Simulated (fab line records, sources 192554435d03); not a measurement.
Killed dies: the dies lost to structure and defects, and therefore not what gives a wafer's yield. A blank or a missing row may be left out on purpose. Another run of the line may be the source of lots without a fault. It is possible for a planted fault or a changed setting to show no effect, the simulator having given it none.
Which tool did it?	flow n5Finfet	63 wafers from 21 lots sampled at 6 of the route's 1938 steps

== WHAT EACH GAUGE READ, for each wafer ==
N5_HKMG_FIN_INSPECT_28: inspects for defects (darkfield). Usual: rawDefectCount at 40, with a standard deviation of 19.
lot	measured	on	rawDefectCount	flag
L075	day 4 12:20	defectInspect-01	29 16 21	
L076	day 4 19:53	defectInspect-02	23 31 19	
L077	day 5 00:51	defectInspect-02	36 16 44	
L078	day 5 09:13	defectInspect-02	27 24 31	
L079	day 5 15:23	defectInspect-01	85 43 121	
L080	day 5 19:42	defectInspect-01	26 31 25	
L081	day 6 01:31	defectInspect-01	30 22 28	
L082	day 6 08:06	defectInspect-01	36 54 36	
L083	day 6 12:41	defectInspect-02	88 83 45	
L085	day 7 05:45	defectInspect-02	41 38 36	
L086	day 7 13:05	defectInspect-02	63 84 45	
L087	day 7 16:08	defectInspect-02	64 62 47	
L088	day 7 19:14	defectInspect-02	54 45 31	
L089	day 8 02:34	defectInspect-01	31 36 32	
L091	day 8 17:07	defectInspect-01	33 49 26	
L092	day 8 19:17	defectInspect-01	26 27 23	
L093	day 9 02:57	defectInspect-01	34 28 40	
L094	day 9 08:25	defectInspect-02	37 21 52	
L095	day 9 15:40	defectInspect-01	76 44 49	
L096	day 9 23:25	defectInspect-02	30 27 34	
L097	day 10 01:16	defectInspect-02	28 58 38	

== EACH LOT AND THE TOOL THAT RAN IT (in order: tool; ch and the chambers of the sampled wafers; start) ==
lot	N5_SDB_CMP_30	N5_HKMG_FIN_ETCH_54	N5_HKMG_FIN_STRIP_34	N5_HKMG_FIN_ETCH_86	N5_HKMG_FIN_STRIP_90
L075	cmp-03 ch 0,1,2, day 4 02:35	rieDiel-05 ch 0,2,3, day 4 04:25	rieDiel-03 ch 0,1, day 4 08:02	rieDiel-03 ch 0,2,3, day 4 09:08	rieDiel-05 ch 0,2,3, day 4 10:25
L076	cmp-02 ch 1,2, day 4 10:14	rieDiel-02 ch 0,3, day 4 12:13	rieDiel-05 ch 1,3, day 4 15:46	rieDiel-03 ch 1,3, day 4 16:49	rieDiel-05 ch 0,1,2, day 4 17:57
L077	cmp-02 ch 0,1,3, day 4 15:09	rieDiel-03 ch 0,3, day 4 17:08	rieDiel-05 ch 1,3, day 4 20:40	rieDiel-02 ch 1,2, day 4 21:46	rieDiel-03 ch 0,1,3, day 4 22:55
L078	cmp-03 ch 0,2,3, day 4 23:16	rieDiel-05 ch 1,2,3, day 5 01:29	rieDiel-02 ch 0,1,3, day 5 05:06	rieDiel-05 ch 0,1,3, day 5 06:08	rieDiel-05 ch 0,3, day 5 07:17
L079	cmp-04 ch 1,2,3, day 5 04:59	rieDiel-02 ch 0,2,3, day 5 07:43	rieDiel-05 ch 0,2,3, day 5 11:13	rieDiel-02 ch 0,1,2, day 5 12:17	rieDiel-05 ch 0,2,3, day 5 13:28
L080	cmp-03 ch 0,1,3, day 5 09:21	rieDiel-03 ch 1,2, day 5 11:21	rieDiel-03 ch 0,1, day 5 15:08	rieDiel-05 ch 2,3, day 5 16:10	rieDiel-03 ch 0,3, day 5 17:32
L081	cmp-02 ch 1,3, day 5 15:16	rieDiel-02 ch 0,1, day 5 17:39	rieDiel-05 ch 1,2, day 5 21:16	rieDiel-03 ch 0,1, day 5 22:19	rieDiel-02 ch 1,3, day 5 23:34
L082	cmp-04 ch 0,1,3, day 5 21:09	rieDiel-05 ch 1,2,3, day 5 23:16	rieDiel-03 ch 0,1,2, day 6 03:13	rieDiel-05 ch 0,2,3, day 6 04:22	rieDiel-03 ch 0,1,2, day 6 05:36
L083	cmp-03 ch 0,2,3, day 6 02:23	rieDiel-03 ch 0,2, day 6 04:40	rieDiel-02 ch 1,2, day 6 08:28	rieDiel-03 ch 0,1,2, day 6 09:30	rieDiel-02 ch 1,2,3, day 6 10:46
L085	cmp-03 ch 0,2, day 6 19:30	rieDiel-03 ch 2,3, day 6 21:47	rieDiel-05 ch 0,2,3, day 7 01:37	rieDiel-05 ch 0,3, day 7 02:40	rieDiel-02 ch 1,2,3, day 7 03:49
L086	cmp-02 ch 0,2,3, day 7 02:15	rieDiel-03 ch 1,3, day 7 04:16	rieDiel-05 ch 0,1,2, day 7 08:23	rieDiel-05 ch 0,1,3, day 7 09:55	rieDiel-03 ch 2,3, day 7 11:02
L087	cmp-04 ch 0,1, day 7 05:49	rieDiel-03 ch 1,2,3, day 7 07:47	rieDiel-02 ch 0,2, day 7 11:58	rieDiel-02 ch 0,1,2, day 7 13:01	rieDiel-05 ch 2,3, day 7 14:13
L088	cmp-04 ch 0,1,2, day 7 09:12	rieDiel-03 ch 1,3, day 7 11:09	rieDiel-05 ch 1,2, day 7 15:08	rieDiel-05 ch 1,2,3, day 7 16:10	rieDiel-03 ch 2,3, day 7 17:18
L089	cmp-04 ch 0,1,3, day 7 16:29	rieDiel-02 ch 0,1,2, day 7 18:36	rieDiel-05 ch 0,1,2, day 7 22:13	rieDiel-05 ch 0,2,3, day 7 23:16	rieDiel-03 ch 1,2,3, day 8 00:36
L091	cmp-03 ch 1,2, day 8 07:05	rieDiel-05 ch 0,1,3, day 8 09:08	rieDiel-05 ch 1,2,3, day 8 12:46	rieDiel-05 ch 0,3, day 8 13:55	rieDiel-05 ch 0,1,2, day 8 15:05
L092	cmp-02 ch 0,3, day 8 09:26	rieDiel-03 ch 1,2,3, day 8 11:37	rieDiel-02 ch 0,1, day 8 15:11	rieDiel-03 ch 0,3, day 8 16:14	rieDiel-03 ch 0,1,3, day 8 17:22
L093	cmp-02 ch 1,2, day 8 16:26	rieDiel-03 ch 0,1,3, day 8 18:40	rieDiel-03 ch 1,2,3, day 8 22:17	rieDiel-02 ch 1,3, day 8 23:37	rieDiel-02 ch 0,3, day 9 00:46
L094	cmp-03 ch 0,3, day 8 22:39	rieDiel-05 ch 0,2, day 9 00:38	rieDiel-03 ch 0,1, day 9 04:16	rieDiel-02 ch 0,1,3, day 9 05:20	rieDiel-03 ch 1,2, day 9 06:28
L095	cmp-03 ch 0,3, day 9 05:28	rieDiel-02 ch 0,1,3, day 9 07:55	rieDiel-02 ch 0,1, day 9 11:32	rieDiel-05 ch 0,1, day 9 12:35	rieDiel-05 ch 1,2, day 9 13:43
L096	cmp-02 ch 0,1,3, day 9 13:26	rieDiel-05 ch 0,2,3, day 9 15:22	rieDiel-03 ch 1,2,3, day 9 19:01	rieDiel-05 ch 1,2,3, day 9 20:16	rieDiel-05 ch 0,1,3, day 9 21:26
L097	cmp-02 ch 0,1,2, day 9 15:02	rieDiel-05 ch 1,3, day 9 17:31	rieDiel-05 ch 0,1,2, day 9 21:05	rieDiel-03 ch 0,1, day 9 22:08	rieDiel-05 ch 1,3, day 9 23:20
- N5_SDB_CMP_30: polishes, stops on poly-Si, t overpolish 1.54 s, target thk 30 nm.
- N5_HKMG_FIN_ETCH_54: etches SiARC in CF4, target depth 45.5 nm, time 75.8 s.
- N5_HKMG_FIN_STRIP_34: strips in CF4.
- N5_HKMG_FIN_ETCH_86: etches SOC in N2/H2, stops on TiN, target depth 393.2 nm.
- N5_HKMG_FIN_STRIP_90: strips SOC in N2/H2, time 20 s.

== AS READ BY THE TOOLS THEMSELVES (means over the sampled wafers that have a number; for cases with no such wafer, the mark the record gives instead) ==
N5_SDB_CMP_30. Usual: motorCurrentA 12.2 A, standard deviation 0.9; overpolishRunS 1.540 s, standard deviation 0.0095; padLifeWafers 1074, standard deviation 660; timeToEndpointS 17.3 s, standard deviation 2.
lot	tool	motorCurrentA (A)	overpolishRunS (s)	padLifeWafers	timeToEndpointS (s)	flag
L075	cmp-03	12.3	1.542	1124	16.0	
L076	cmp-02	12.4	1.542	492	18.3	
L077	cmp-02	12.4	1.537	548	19.6	
L078	cmp-03	12.2	1.538	1316	17.1	
L079	cmp-04	12.1	1.538	1921	16.4	
L080	cmp-03	11.6	1.536	1406	18.7	
L081	cmp-02	12.1	1.545	692	19.4	
L082	cmp-04	13.1	1.540	2060	16.7	
L083	cmp-03	12.2	1.541	1538	18.7	
L085	cmp-03	12.9	1.539	1640	18.5	
L086	cmp-02	12.3	1.552	974	15.7	
L087	cmp-04	13.0	1.548	204	19.4	
L088	cmp-04	12.5	1.539	236	18.2	
L089	cmp-04	12.9	1.533	314	20.5	
L091	cmp-03	12.9	1.536	1927	19.4	
L092	cmp-02	12.6	1.546	1165	15.5	
L093	cmp-02	11.8	1.541	1190	15.0	
L094	cmp-03	11.2	1.549	2028	17.1	
L095	cmp-03	11.6	1.543	7	17.9	
L096	cmp-02	12.7	1.533	1376	13.6	
L097	cmp-02	12.2	1.551	1394	15.2	

N5_HKMG_FIN_ETCH_54. Usual: cf4FlowSccm is 99.99 sccm with standard deviation 0.3, drypumpMotorCurrentA is 6.0 A with standard deviation 0.52, etchRfOnTimeS is 75.9 s with standard deviation 1, oesProductAu is 0.68 a.u. with standard deviation 0.069, rfVppV is 184.6 V with standard deviation 1.2, showerheadPlenumPTorr is 2.19 Torr with standard deviation 0.068, and throttleValvePct is 15.58 % with standard deviation 0.2.
lot	tool	cf4FlowSccm (sccm)	drypumpMotorCurrentA (A)	etchRfOnTimeS (s)	oesProductAu (a.u.)	rfVppV (V)	showerheadPlenumPTorr (Torr)	throttleValvePct (%)	flag
L075	rieDiel-05	100.07	6.0	75.0	0.65	184.5	2.23	15.62	
L076	rieDiel-02	100.25	5.9	75.4	0.71	185.5	2.25	15.65	
L077	rieDiel-03	99.98	6.3	75.8	0.63	184.3	2.18	15.67	
L078	rieDiel-05	100.07	5.7	76.3	0.68	183.7	2.18	15.50	
L079	rieDiel-02	100.25	6.0	75.4	0.66	183.8	2.17	15.75	
L080	rieDiel-03	99.93	6.1	76.7	0.77	186.0	2.26	15.48	
L081	rieDiel-02	99.86	5.8	76.1	0.69	184.8	2.19	15.55	
L082	rieDiel-05	100.14	5.8	75.5	0.68	184.6	2.18	15.51	
L083	rieDiel-03	99.97	6.0	76.0	0.73	185.3	2.25	15.65	
L085	rieDiel-03	100.00	5.9	75.5	0.74	186.1	2.23	15.62	
L086	rieDiel-03	100.13	6.5	76.0	0.65	183.5	2.19	15.42	
L087	rieDiel-03	99.97	6.2	76.2	0.69	185.3	2.21	15.54	
L088	rieDiel-03	100.42	6.5	76.3	0.64	185.4	2.19	15.43	
L089	rieDiel-02	99.87	5.7	76.5	0.66	184.6	2.12	15.69	
L091	rieDiel-05	100.27	5.7	75.2	0.67	185.8	2.18	15.63	
L092	rieDiel-03	99.77	6.2	76.7	0.68	184.2	2.21	15.55	
L093	rieDiel-03	100.17	6.4	75.4	0.70	184.5	2.18	15.43	
L094	rieDiel-05	100.04	5.8	75.7	0.61	184.8	2.21	15.58	
L095	rieDiel-02	100.24	5.7	75.6	0.69	185.1	2.19	15.64	
L096	rieDiel-05	99.62	6.0	75.5	0.62	185.0	2.21	15.71	
L097	rieDiel-05	99.92	5.9	75.3	0.66	184.6	2.17	15.69	

N5_HKMG_FIN_STRIP_34. Usual: cf4FlowSccm 150.0 sccm, standard deviation 0.45; drypumpMotorCurrentA 5.9 A, standard deviation 0.56; oesProductAu 0.78 a.u., standard deviation 0.078; rfVppV 271.8 V, standard deviation 1.4; showerheadPlenumPTorr 1.83 Torr, standard deviation 0.058; throttleValvePct 13.55 %, standard deviation 0.21.
lot	tool	cf4FlowSccm (sccm)	drypumpMotorCurrentA (A)	oesProductAu (a.u.)	rfVppV (V)	showerheadPlenumPTorr (Torr)	throttleValvePct (%)	flag
L075	rieDiel-03	150.1	6.5	0.73	272.4	1.85	13.56	
L076	rieDiel-05	149.8	5.4	0.86	271.9	1.79	13.38	
L077	rieDiel-05	150.1	5.9	0.80	270.9	1.82	13.57	
L078	rieDiel-02	150.4	5.7	0.83	271.4	1.84	13.53	
L079	rieDiel-05	149.5	6.0	0.74	273.3	1.86	13.63	
L080	rieDiel-03	150.2	6.5	0.72	272.2	1.85	13.59	
L081	rieDiel-05	149.9	5.2	0.84	271.5	1.78	13.32	
L082	rieDiel-03	150.0	6.3	0.79	273.3	1.87	13.53	
L083	rieDiel-02	149.8	5.6	0.77	269.6	1.72	13.73	
L085	rieDiel-05	149.8	6.0	0.73	272.5	1.86	13.66	
L086	rieDiel-05	150.4	5.5	0.78	271.9	1.83	13.49	
L087	rieDiel-02	149.9	6.1	0.70	269.4	1.75	13.85	
L088	rieDiel-05	150.4	5.2	0.82	269.7	1.78	13.35	
L089	rieDiel-05	150.0	5.5	0.77	271.9	1.83	13.49	
L091	rieDiel-05	150.1	5.7	0.76	271.7	1.82	13.55	
L092	rieDiel-02	150.2	5.4	0.82	271.4	1.79	13.47	
L093	rieDiel-03	149.9	6.2	0.78	272.8	1.85	13.55	
L094	rieDiel-03	149.5	6.6	0.79	272.6	1.85	13.31	
L095	rieDiel-02	149.6	5.8	0.77	271.7	1.82	13.58	
L096	rieDiel-03	149.8	6.2	0.77	272.4	1.85	13.55	
L097	rieDiel-05	149.9	5.5	0.76	271.9	1.82	13.54	

N5_HKMG_FIN_ETCH_86. Usual: drypumpMotorCurrentA 5.9 A, standard deviation 0.54; oesProductAu 0.78 a.u., standard deviation 0.079; rfVppV 241.4 V, standard deviation 1.3; showerheadPlenumPTorr 2.60 Torr, standard deviation 0.082; throttleValvePct 17.79 %, standard deviation 0.22.
lot	tool	drypumpMotorCurrentA (A)	oesProductAu (a.u.)	rfVppV (V)	showerheadPlenumPTorr (Torr)	throttleValvePct (%)	flag
L075	rieDiel-03	6.1	0.73	239.5	2.52	18.02	
L076	rieDiel-03	6.5	0.77	241.6	2.62	17.54	
L077	rieDiel-02	5.7	0.79	239.2	2.44	17.98	
L078	rieDiel-05	5.7	0.80	241.4	2.60	17.77	
L079	rieDiel-02	5.7	0.79	240.1	2.52	17.87	
L080	rieDiel-05	6.1	0.72	241.8	2.63	17.68	
L081	rieDiel-03	6.6	0.73	242.6	2.64	17.59	
L082	rieDiel-05	6.0	0.73	243.0	2.64	17.82	
L083	rieDiel-03	6.3	0.79	242.2	2.66	17.78	
L085	rieDiel-05	5.9	0.74	242.5	2.66	17.99	
L086	rieDiel-05	5.7	0.79	240.7	2.59	17.78	
L087	rieDiel-02	5.8	0.77	240.1	2.51	17.90	
L088	rieDiel-05	5.7	0.77	241.0	2.58	17.64	
L089	rieDiel-05	6.0	0.72	241.4	2.64	17.85	
L091	rieDiel-05	5.9	0.74	241.9	2.65	18.00	
L092	rieDiel-03	6.3	0.88	240.8	2.58	17.61	
L093	rieDiel-02	5.5	0.83	240.5	2.61	17.93	
L094	rieDiel-02	5.6	0.80	241.1	2.60	17.88	
L095	rieDiel-05	5.4	0.77	241.0	2.60	17.88	
L096	rieDiel-05	5.7	0.75	241.7	2.57	17.68	
L097	rieDiel-03	6.5	0.84	241.2	2.61	17.50	

N5_HKMG_FIN_STRIP_90. Usual: drypumpMotorCurrentA 5.9 A, standard deviation 0.53; oesProductAu 0.79 a.u., standard deviation 0.08; rfVppV 54.4 V, standard deviation 0.89; showerheadPlenumPTorr 3.44 Torr, standard deviation 0.1; throttleValvePct 18.9 %, standard deviation 0.38.
lot	tool	drypumpMotorCurrentA (A)	oesProductAu (a.u.)	rfVppV (V)	showerheadPlenumPTorr (Torr)	throttleValvePct (%)	flag
L075	rieDiel-05	6.0	0.75	54.0	3.50	19.0	
L076	rieDiel-05	5.5	0.81	55.0	3.43	18.8	
L077	rieDiel-03	6.4	0.76	53.6	3.44	18.8	
L078	rieDiel-05	5.9	0.77	54.2	3.52	19.2	
L079	rieDiel-05	6.0	0.74	54.4	3.49	19.0	
L080	rieDiel-03	6.3	0.73	55.2	3.41	19.0	
L081	rieDiel-02	5.3	0.89	54.6	3.39	19.3	
L082	rieDiel-03	6.3	0.79	53.9	3.51	19.0	
L083	rieDiel-02	5.6	0.81	53.8	3.34	19.2	
L085	rieDiel-02	5.6	0.81	54.0	3.34	19.2	
L086	rieDiel-03	5.9	0.86	54.6	3.50	19.2	
L087	rieDiel-05	6.1	0.72	54.8	3.46	18.8	
L088	rieDiel-03	5.9	0.85	53.7	3.50	19.2	
L089	rieDiel-03	6.2	0.80	54.2	3.47	18.9	
L091	rieDiel-05	5.5	0.77	54.5	3.41	18.9	
L092	rieDiel-03	6.4	0.81	54.5	3.42	18.7	
L093	rieDiel-02	6.1	0.75	53.9	3.49	19.1	
L094	rieDiel-03	6.1	0.83	54.4	3.54	19.2	
L095	rieDiel-05	5.6	0.75	55.0	3.39	18.7	
L096	rieDiel-05	5.7	0.78	54.1	3.41	18.9	
L097	rieDiel-05	5.4	0.81	54.1	3.32	18.6	

== THE ANSWER, worked out from the rows above alone ==
Rule: a lot counts as off when the mean over its wafers that have a number is more than 3 standard deviations away from the usual mean. A lot without any number at a reading at which 4 lots or more have one is off too. Any other lot the step has rows for is counted as sound. Order of review: gauges by route order, followed by the tools' own readings, for which a lot's mean as printed above is used. The first step at which some lot is off is used, and at that step the reading that is off furthest; a lot without a number counts as furthest.
Nothing can be told from this: no lot is off at any reading shown.

== WHAT THE SIMULATOR PUT IN ==
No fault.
